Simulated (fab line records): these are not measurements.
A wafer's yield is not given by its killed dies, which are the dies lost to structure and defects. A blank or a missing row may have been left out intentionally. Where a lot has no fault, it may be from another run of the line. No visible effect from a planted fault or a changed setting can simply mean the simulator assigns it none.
One fault seen from 2 desks :: flow n5_finfet :: each desk holds nothing but its own numbers, with what lay behind them at the end

THE METROLOGY DESK
What the gauges read for every lot (on any tool): the sampled wafers with a number, averaged. If a lot's mean is further than 4 standard deviations from the usual mean, the lot is out of limits and carries the mark OUT (the distance appears in the brackets). Of its 10 readings 7 are shown: those that lie furthest out on some lot.
Columns: A = DIBL_N at N5_BEOL_M4_RC_MEAS_101, usual 36.1 mV/V; B = DIBL_P at N5_BEOL_M4_RC_MEAS_101, usual 36.1 mV/V; C = IOFF_N at N5_BEOL_M4_RC_MEAS_101, usual 0.159 nA/um; D = ION_N at N5_BEOL_M4_RC_MEAS_101, usual 675 uA/um; E = SS_N at N5_BEOL_M4_RC_MEAS_101, usual 71.5 mV/dec; F = SS_P at N5_BEOL_M4_RC_MEAS_101, usual 73.3 mV/dec; G = VT_N at N5_BEOL_M4_RC_MEAS_101, usual 249 mV
lot: L690
first seen here: day 8 09:32
A: 36.8
B: 36.0
C: 0.149
D: 664
E: 71.9
F: 73.2
G: 251

lot: L691
first seen here: day 9 00:53
A: 35.5
B: 35.6
C: 0.153
D: 679
E: 71.4
F: 72.8
G: 249

lot: L693
first seen here: day 9 07:42
A: 37.4
B: 36.2
C: 0.163
D: 673
E: 71.7
F: 73.3
G: 249

lot: L696
first seen here: day 10 04:53
A: 37.3
B: 36.9
C: 0.161
D: 676
E: 71.6
F: 73.4
G: 248

lot: L703
first seen here: day 12 02:38
A: 34.2
B: 33.7
C: 0.130
D: 666
E: 70.8
F: 72.7
G: 252

lot: L705
first seen here: day 12 10:04
A: 36.3
B: 37.8
C: 0.182
D: 688
E: 72.1
F: 73.8
G: 246

lot: L706
first seen here: day 12 12:51
A: 36.7
B: 38.9
C: 0.185
D: 673
E: 72.1
F: 74.5
G: 249

lot: L708
first seen here: day 13 12:38
A: 35.0
B: 35.6
C: 0.145
D: 669
E: 71.2
F: 72.8
G: 250

lot: L710
first seen here: day 14 09:27
A: 35.9
B: 36.4
C: 0.176
D: 683
E: 71.2
F: 73.1
G: 246
Result from this desk: across the 9 lots, nothing is out of limits.

THE TOOL OWNER'S DESK: cmp-04
The tool's own readings at N5_HKMG_FIN_CMP_23 (polishes, stops on SiNx, t overpolish 10 s, target thk 46.326 nm): means of the sampled wafers that have a number, for each lot that ran on this tool. If a lot's mean is further than 4 standard deviations from the usual mean, the lot is out of limits and carries the mark OUT (the distance appears in the brackets).
Columns: A = edge_zone_pressure_frac at N5_HKMG_FIN_CMP_23, usual 1.000; B = motor_current_A at N5_HKMG_FIN_CMP_23, usual 12.1 A; C = overpolish_run_s at N5_HKMG_FIN_CMP_23, usual 10.000 s; D = platen_rpm at N5_HKMG_FIN_CMP_23, usual 50.29 rpm; E = time_to_endpoint_s at N5_HKMG_FIN_CMP_23, usual 12.7 s
lot: L691
first seen here: day 5 12:03
A: 0.996
B: 11.2
C: 9.995
D: 50.27
E: 11.8

lot: L693
first seen here: day 5 23:50
A: 1.000
B: 10.9
C: 10.004
D: 50.28
E: 14.7

lot: L703
first seen here: day 8 09:29
A: 1.006
B: 12.0
C: 9.999
D: 50.96 (+18) OUT
E: 12.8

lot: L706
first seen here: day 9 06:17
A: 0.995
B: 12.2
C: 10.003
D: 51.02 (+20) OUT
E: 13.0
This desk's finding: out of limits on L703, L706; first on L703, day 8 09:29 (platen_rpm at N5_HKMG_FIN_CMP_23). In limits: L691, L693.

PUT TOGETHER
On L703, L706, at day 8 09:29, an alarm was possible from the tool owner's desk.
At the metrology desk, nothing out of limits was observed.
The metrology desk holds a record of L703, L706, inside its limits.
All the named lots went through N5_HKMG_FIN_CMP_23 on cmp-04.

WHAT HAD BEEN PUT IN BY THE SIMULATOR
cmp-04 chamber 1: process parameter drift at N5_HKMG_FIN_CMP_23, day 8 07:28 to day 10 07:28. A move of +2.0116 in setting platen_rpm, from 50.289. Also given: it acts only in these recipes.
Lots struck among those shown: L703, L706.
Delay in hours, fault start to first out-of-limits reading, by desk: the tool owner's desk at 2.
